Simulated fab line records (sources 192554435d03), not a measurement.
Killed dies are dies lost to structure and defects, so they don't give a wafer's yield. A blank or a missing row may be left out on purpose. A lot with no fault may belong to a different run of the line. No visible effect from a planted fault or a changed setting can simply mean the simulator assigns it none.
Chamber matching :: flow n5_finfet :: N5_DUMMY_GATE_ETCH_29 on rie_diel-02 has 4 sister chambers
The step etches underlayer in N2/H2, target depth 13 nm. 8 wafers are shown with their chamber, then 7 later ones without.

== WAFERS, EACH WITH ITS CHAMBER ==
wafer: L083.2
chamber: 3
showerhead_plenum_p_Torr (Torr): 2.55
drypump_motor_current_A (A): 5.5

wafer: L085.4
chamber: 3
showerhead_plenum_p_Torr (Torr): 2.54
drypump_motor_current_A (A): 5.5

wafer: L086.5
chamber: 0
showerhead_plenum_p_Torr (Torr): 2.61
drypump_motor_current_A (A): 5.4

wafer: L087.3
chamber: 1
showerhead_plenum_p_Torr (Torr): 2.69
drypump_motor_current_A (A): 6.3

wafer: L087.4
chamber: 2
showerhead_plenum_p_Torr (Torr): 2.46
drypump_motor_current_A (A): 5.5

wafer: L087.6
chamber: 0
showerhead_plenum_p_Torr (Torr): 2.61
drypump_motor_current_A (A): 5.4

wafer: L088.1
chamber: 2
showerhead_plenum_p_Torr (Torr): 2.46
drypump_motor_current_A (A): 5.5

wafer: L088.2
chamber: 1
showerhead_plenum_p_Torr (Torr): 2.69
drypump_motor_current_A (A): 6.4

== WAFERS WITHOUT THEIR CHAMBER ==
wafer: L088.6
showerhead_plenum_p_Torr (Torr): 2.61
drypump_motor_current_A (A): 5.4

wafer: L089.1
showerhead_plenum_p_Torr (Torr): 2.69
drypump_motor_current_A (A): 6.3

wafer: L089.2
showerhead_plenum_p_Torr (Torr): 2.54
drypump_motor_current_A (A): 5.5

wafer: L089.4
showerhead_plenum_p_Torr (Torr): 2.46
drypump_motor_current_A (A): 5.5

wafer: L092.1
showerhead_plenum_p_Torr (Torr): 2.54
drypump_motor_current_A (A): 5.5

wafer: L092.2
showerhead_plenum_p_Torr (Torr): 2.69
drypump_motor_current_A (A): 6.3

wafer: L092.3
showerhead_plenum_p_Torr (Torr): 2.61
drypump_motor_current_A (A): 5.4

== EACH ONE'S CHAMBER ==
wafer: L088.6
from the rows above: 0
in truth: 0

wafer: L089.1
from the rows above: 1
in truth: 1

wafer: L089.2
from the rows above: 3
in truth: 3

wafer: L089.4
from the rows above: 2
in truth: 2

wafer: L092.1
from the rows above: 3
in truth: 3

wafer: L092.2
from the rows above: 1
in truth: 1

wafer: L092.3
from the rows above: 0
in truth: 0
7 of 7 placed correctly. Left unplaced by these rows: 0. 0 placed wrongly.
How it was worked out, from the rows above alone: a wafer's distance from a chamber is the root of the sum, over the readings, of the square of ((its reading less the chamber's mean) divided by the reading's scatter). If the next closest chamber is less than 2 further off than the closest, the wafer can't be placed; otherwise it belongs to the closest. A chamber's mean is the mean of its shown wafers. The scatter is the square root of a quotient: the sum, over the shown wafers, of each reading's squared deviation from its chamber's mean, divided by wafers minus chambers.
